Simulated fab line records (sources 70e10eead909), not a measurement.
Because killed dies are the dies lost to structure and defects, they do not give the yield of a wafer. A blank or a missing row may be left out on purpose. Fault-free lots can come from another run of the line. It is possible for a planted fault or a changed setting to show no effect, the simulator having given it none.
Chamber matching + flow nand_harc + 4 sister chambers for NHARC_A_CHANNEL_FILL_D1_ALD_25 on ald_hk-01
The step deposits SiOx, target thk 60 nm, pulse time 10 s, ald cycles 600. 16 wafers are shown with their chamber, then 8 later ones without.

== WAFERS PAIRED WITH THEIR CHAMBERS ==
| wafer  | chamber | heater_power_w (W) | susceptor_temp_C (C) | precursor_pulse_height_rel |
|--------|---------|--------------------|----------------------|----------------------------|
| L074.1 | 0       | 423                | 300.06               | 1.009                      |
| L074.3 | 2       | 508                | 299.78               | 1.004                      |
| L074.6 | 0       | 413                | 300.16               | 1.013                      |
| L078.4 | 1       | 482                | 300.11               | 1.039                      |
| L078.1 | 2       | 489                | 299.56               | 0.996                      |
| L078.6 | 1       | 500                | 300.08               | 1.005                      |
| L083.3 | 3       | 509                | 300.05               | 0.987                      |
| L083.1 | 2       | 483                | 299.72               | 0.986                      |
| L083.6 | 3       | 508                | 300.19               | 1.015                      |
| L084.3 | 0       | 397                | 299.86               | 0.987                      |
| L084.5 | 3       | 494                | 299.90               | 1.024                      |
| L084.6 | 0       | 405                | 299.71               | 0.990                      |
| L087.1 | 1       | 484                | 299.45               | 1.008                      |
| L087.2 | 0       | 396                | 299.87               | 0.978                      |
| L087.6 | 1       | 491                | 299.70               | 0.988                      |
| L088.1 | 2       | 491                | 299.79               | 1.001                      |

SIGNATURES, as means of the wafers listed above
| reading                    | chamber 0 | chamber 1 | chamber 2 | chamber 3 | scatter within a chamber |
|----------------------------|-----------|-----------|-----------|-----------|--------------------------|
| heater_power_w             | 406.80    | 489.25    | 492.75    | 503.67    | 10                       |
| susceptor_temp_C           | 299.9320  | 299.8350  | 299.7125  | 300.0467  | 0.205                    |
| precursor_pulse_height_rel | 0.99540   | 1.01000   | 0.99675   | 1.00867   | 0.0163                   |
Rule: for a wafer and a chamber, the distance is found by dividing, reading by reading, the gap between the wafer's reading and the chamber's mean by the reading's scatter, squaring, summing and taking the root. If the next closest chamber is less than 2 further off than the closest, the wafer can't be placed; otherwise it belongs to the closest. The scatter: take each reading less its chamber's mean, square it, sum over the shown wafers, divide by the number of wafers less the number of chambers, and take the root.

== WAFERS WITHOUT THEIR CHAMBER ==
| wafer  | heater_power_w (W) | susceptor_temp_C (C) | precursor_pulse_height_rel |
|--------|--------------------|----------------------|----------------------------|
| L088.3 | 501                | 299.74               | 1.001                      |
| L088.5 | 491                | 299.65               | 1.026                      |
| L090.1 | 511                | 299.63               | 0.999                      |
| L090.2 | 383                | 300.11               | 0.987                      |
| L090.4 | 493                | 299.92               | 0.980                      |
| L093.1 | 405                | 299.73               | 0.970                      |
| L093.2 | 506                | 300.09               | 1.016                      |
| L093.3 | 494                | 300.05               | 1.022                      |

== EACH ONE'S CHAMBER ==
| wafer  | from the rows above          | in truth |
|--------|------------------------------|----------|
| L088.3 | can't be placed: 2 or 1 or 3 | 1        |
| L088.5 | can't be placed: 1 or 2 or 3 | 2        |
| L090.1 | can't be placed: 2 or 3 or 1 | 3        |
| L090.2 | 0                            | 0        |
| L090.4 | can't be placed: 2 or 1 or 3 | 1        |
| L093.1 | 0                            | 0        |
| L093.2 | can't be placed: 3 or 1      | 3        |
| L093.3 | can't be placed: 3 or 1 or 2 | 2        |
Placed correctly: 2 of 8. Not placeable from these rows: 6 (in 6, the candidates include the true chamber). Wrongly placed: 0.
